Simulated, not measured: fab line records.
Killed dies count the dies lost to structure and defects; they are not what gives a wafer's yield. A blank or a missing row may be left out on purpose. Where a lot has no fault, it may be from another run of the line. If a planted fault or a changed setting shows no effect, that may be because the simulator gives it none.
The tool behind it: which one? :: flow nand harc :: 39 wafers from 13 lots sampled at 5 of the route's 1302 steps

## WHAT THE GAUGES READ, wafer by wafer
NHARC_P_BONDPAD_THK_MEAS_20: measures by xrf. Usual: 160.8 nm for thk nm, sd 1.3.
lot: L900
measured: day 6 20:03
on: film metro-02
thk nm (nm): 160.5 162.1 161.3
flag: 

lot: L901
measured: day 7 01:20
on: film metro-02
thk nm (nm): 159.1 158.6 161.0
flag: 

lot: L902
measured: day 7 07:35
on: film metro-02
thk nm (nm): 160.8 158.3 160.9
flag: 

lot: L903
measured: day 7 18:00
on: film metro-02
thk nm (nm): 160.0 161.5 161.1
flag: 

lot: L904
measured: day 8 07:49
on: film metro-01
thk nm (nm): 162.2 161.7 160.1
flag: 

lot: L905
measured: day 8 16:07
on: film metro-02
thk nm (nm): 160.8 160.9 159.9
flag: 

lot: L907
measured: day 9 17:31
on: film metro-02
thk nm (nm): 162.2 158.7 160.7
flag: 

lot: L908
measured: day 10 16:16
on: film metro-01
thk nm (nm): 162.3 159.5 162.2
flag: 

lot: L911
measured: day 11 08:29
on: film metro-02
thk nm (nm): 161.0 160.7 162.0
flag: 

lot: L914
measured: day 12 22:16
on: film metro-01
thk nm (nm): 161.3 161.0 161.1
flag: 

lot: L918
measured: day 14 10:22
on: film metro-01
thk nm (nm): 160.2 159.6 161.4
flag: 

lot: L920
measured: day 15 06:07
on: film metro-01
thk nm (nm): 159.2 160.4 160.6
flag: 

lot: L923
measured: day 16 07:17
on: film metro-02
thk nm (nm): 162.2 163.7 162.2
flag: 

NHARC_A_ZERO_WELL_INSPECT_17. Usual: 10 for raw defect count, sd 5.1.
lot: L900
measured: day 6 23:05
on: defect inspect-02
raw defect count: 9 11 9
flag: 

lot: L901
measured: day 7 04:20
on: defect inspect-02
raw defect count: 14 5 8
flag: 

lot: L902
measured: day 7 10:32
on: defect inspect-02
raw defect count: 7 7 3
flag: 

lot: L903
measured: day 7 20:59
on: defect inspect-01
raw defect count: 11 12 13
flag: 

lot: L904
measured: day 8 10:50
on: defect inspect-02
raw defect count: 5 8 10
flag: 

lot: L905
measured: day 8 19:07
on: defect inspect-02
raw defect count: 3 7 11
flag: 

lot: L907
measured: day 9 20:23
on: defect inspect-02
raw defect count: 9 3 18
flag: 

lot: L908
measured: day 10 19:19
on: defect inspect-01
raw defect count: 10 2 12
flag: 

lot: L911
measured: day 11 11:29
on: defect inspect-02
raw defect count: 7 10 5
flag: 

lot: L914
measured: day 13 01:16
on: defect inspect-02
raw defect count: 9 4 11
flag: 

lot: L918
measured: day 14 13:24
on: defect inspect-01
raw defect count: 7 22 13
flag: 

lot: L920
measured: day 15 09:28
on: defect inspect-02
raw defect count: 8 12 5
flag: 

lot: L923
measured: day 16 10:31
on: defect inspect-02
raw defect count: 1 4 12
flag: 

NHARC_A_ONON_D1_THK_MEAS_18: measures by ellipsometry. Usual: 996 nm for thk nm, sd 8.7.
lot: L900
measured: day 8 07:59
on: film metro-01
thk nm (nm): 1009 1006 1010
flag: 

lot: L901
measured: day 8 12:05
on: film metro-02
thk nm (nm): 1016 1015 1015
flag: 

lot: L902
measured: day 8 19:38
on: film metro-01
thk nm (nm): 987 988 989
flag: 

lot: L903
measured: day 9 03:31
on: film metro-01
thk nm (nm): 991 992 991
flag: 

lot: L904
measured: day 9 19:50
on: film metro-01
thk nm (nm): 979 979 978
flag: 

lot: L905
measured: day 10 02:26
on: film metro-01
thk nm (nm): 988 989 989
flag: 

lot: L907
measured: day 11 09:40
on: film metro-02
thk nm (nm): 987 987 986
flag: 

lot: L908
measured: day 12 06:09
on: film metro-02
thk nm (nm): 990 991 990
flag: 

lot: L911
measured: day 12 21:55
on: film metro-01
thk nm (nm): 1007 1008 1010
flag: 

lot: L914
measured: day 14 06:20
on: film metro-02
thk nm (nm): 1008 1008 1008
flag: 

lot: L918
measured: day 15 19:19
on: film metro-01
thk nm (nm): 1617 1613 1614 1613 1613 1615
flag: OFF

lot: L920
measured: day 16 15:55
on: film metro-01
thk nm (nm): 1620 1620 1621 1621 1620 1619
flag: OFF

lot: L923
measured: day 17 20:00
on: film metro-02
thk nm (nm): 998 996 996
flag: 

## EACH LOT AND THE TOOL THAT RAN IT (in order: tool; ch and the chambers of the sampled wafers; start)
lot: L900
NHARC_P_BONDPAD_ACTIVATE_29: rie diel-04 ch 0,2,3, day 6 20:24
NHARC_A_ONON_D1_DEP_16: pecvd onon-04 ch 0, day 8 07:29

lot: L901
NHARC_P_BONDPAD_ACTIVATE_29: rie diel-04 ch 0,1,3, day 7 01:38
NHARC_A_ONON_D1_DEP_16: pecvd onon-01 ch 0, day 8 11:34

lot: L902
NHARC_P_BONDPAD_ACTIVATE_29: rie diel-03 ch 0,1,2, day 7 07:52
NHARC_A_ONON_D1_DEP_16: pecvd onon-04 ch 0, day 8 19:08

lot: L903
NHARC_P_BONDPAD_ACTIVATE_29: rie diel-04 ch 2,3, day 7 18:17
NHARC_A_ONON_D1_DEP_16: pecvd onon-01 ch 0, day 9 03:04

lot: L904
NHARC_P_BONDPAD_ACTIVATE_29: rie diel-04 ch 0,2,3, day 8 08:08
NHARC_A_ONON_D1_DEP_16: pecvd onon-01 ch 0, day 9 19:19

lot: L905
NHARC_P_BONDPAD_ACTIVATE_29: rie diel-03 ch 0,2, day 8 16:23
NHARC_A_ONON_D1_DEP_16: pecvd onon-01 ch 0, day 10 01:59

lot: L907
NHARC_P_BONDPAD_ACTIVATE_29: rie diel-04 ch 0,1,3, day 9 17:46
NHARC_A_ONON_D1_DEP_16: pecvd onon-01 ch 0, day 11 09:13

lot: L908
NHARC_P_BONDPAD_ACTIVATE_29: rie diel-04 ch 1,2,3, day 10 16:32
NHARC_A_ONON_D1_DEP_16: pecvd onon-03 ch 0, day 12 05:41

lot: L911
NHARC_P_BONDPAD_ACTIVATE_29: rie diel-03 ch 0,1, day 11 08:46
NHARC_A_ONON_D1_DEP_16: pecvd onon-01 ch 0, day 12 21:24

lot: L914
NHARC_P_BONDPAD_ACTIVATE_29: rie diel-10 ch 0,1,3, day 12 22:33
NHARC_A_ONON_D1_DEP_16: pecvd onon-03 ch 0, day 14 05:49

lot: L918
NHARC_P_BONDPAD_ACTIVATE_29: rie diel-03 ch 1,2,3, day 14 10:41
NHARC_A_ONON_D1_DEP_16: pecvd onon-01 ch 0, day 15 18:59

lot: L920
NHARC_P_BONDPAD_ACTIVATE_29: rie diel-03 ch 1,2, day 15 06:25
NHARC_A_ONON_D1_DEP_16: pecvd onon-01 ch 0, day 16 15:25

lot: L923
NHARC_P_BONDPAD_ACTIVATE_29: rie diel-04 ch 0,3, day 16 07:34
NHARC_A_ONON_D1_DEP_16: pecvd onon-03 ch 0, day 17 19:32
- NHARC_P_BONDPAD_ACTIVATE_29: chemistry N2, time 60 s.
- NHARC_A_ONON_D1_DEP_16: target thk 1000 nm.

## WHAT THE TOOLS THEMSELVES READ (means of the sampled wafers that have a number; where no wafer has one, the mark that the record gives instead)
NHARC_P_BONDPAD_ACTIVATE_29. Usual: drypump motor current A 5.7 A, standard deviation 0.52; oes product au 1.001 a.u., standard deviation 0.0075; rf vpp V 64.0 V, standard deviation 0.9; showerhead plenum p Torr 1.71 Torr, standard deviation 0.044.
lot: L900
tool: rie diel-04
drypump motor current A (A): 5.9
oes product au (a.u.): 1.002
rf vpp V (V): 63.4
showerhead plenum p Torr (Torr): 1.71
flag: 

lot: L901
tool: rie diel-04
drypump motor current A (A): 6.0
oes product au (a.u.): 0.998
rf vpp V (V): 63.9
showerhead plenum p Torr (Torr): 1.69
flag: 

lot: L902
tool: rie diel-03
drypump motor current A (A): 5.5
oes product au (a.u.): 1.001
rf vpp V (V): 64.8
showerhead plenum p Torr (Torr): 1.70
flag: 

lot: L903
tool: rie diel-04
drypump motor current A (A): 6.0
oes product au (a.u.): 0.995
rf vpp V (V): 64.3
showerhead plenum p Torr (Torr): 1.70
flag: 

lot: L904
tool: rie diel-04
drypump motor current A (A): 5.9
oes product au (a.u.): 1.000
rf vpp V (V): 63.4
showerhead plenum p Torr (Torr): 1.71
flag: 

lot: L905
tool: rie diel-03
drypump motor current A (A): 5.2
oes product au (a.u.): 1.004
rf vpp V (V): 64.9
showerhead plenum p Torr (Torr): 1.68
flag: 

lot: L907
tool: rie diel-04
drypump motor current A (A): 6.0
oes product au (a.u.): 1.000
rf vpp V (V): 64.0
showerhead plenum p Torr (Torr): 1.69
flag: 

lot: L908
tool: rie diel-04
drypump motor current A (A): 6.1
oes product au (a.u.): 1.002
rf vpp V (V): 62.8
showerhead plenum p Torr (Torr): 1.68
flag: 

lot: L911
tool: rie diel-03
drypump motor current A (A): 4.9
oes product au (a.u.): 1.002
rf vpp V (V): 63.7
showerhead plenum p Torr (Torr): 1.70
flag: 

lot: L914
tool: rie diel-10
drypump motor current A (A): 5.8
oes product au (a.u.): 1.005
rf vpp V (V): 63.7
showerhead plenum p Torr (Torr): 1.72
flag: 

lot: L918
tool: rie diel-03
drypump motor current A (A): 5.5
oes product au (a.u.): 0.995
rf vpp V (V): 65.0
showerhead plenum p Torr (Torr): 1.75
flag: 

lot: L920
tool: rie diel-03
drypump motor current A (A): 6.0
oes product au (a.u.): 1.001
rf vpp V (V): 63.6
showerhead plenum p Torr (Torr): 1.70
flag: 

lot: L923
tool: rie diel-04
drypump motor current A (A): 5.9
oes product au (a.u.): 0.998
rf vpp V (V): 64.0
showerhead plenum p Torr (Torr): 1.71
flag: 

## THE ANSWER, worked out from the rows above alone
Rule: a lot counts as off when the mean over its wafers that have a number is more than 3 standard deviations away from the usual mean. A lot without any number at a reading at which 4 lots or more have one is off too. All remaining lots with rows at the step are treated as sound. The gauges are gone through in route order, then the tools' own readings, and for those a lot's mean is taken as printed above. At the first step where some lot is off, the reading lying furthest off is the one used; lots without a number count as furthest.
Off: L918, L920 (NHARC_A_ONON_D1_THK_MEAS_18, thk nm).
A tool fits if, at a process step before that reading, it ran every lot that is off, and no sound lot after the first of them. Gauges at NHARC_A_ONON_D1_THK_MEAS_18: tried the same way as those tools. Can't be told from this: 3 tools fit, rie diel-03 at NHARC_P_BONDPAD_ACTIVATE_29, pecvd onon-01 at NHARC_A_ONON_D1_DEP_16, film metro-01 at NHARC_A_ONON_D1_THK_MEAS_18.

## WHAT WAS PUT IN BY THE SIMULATOR
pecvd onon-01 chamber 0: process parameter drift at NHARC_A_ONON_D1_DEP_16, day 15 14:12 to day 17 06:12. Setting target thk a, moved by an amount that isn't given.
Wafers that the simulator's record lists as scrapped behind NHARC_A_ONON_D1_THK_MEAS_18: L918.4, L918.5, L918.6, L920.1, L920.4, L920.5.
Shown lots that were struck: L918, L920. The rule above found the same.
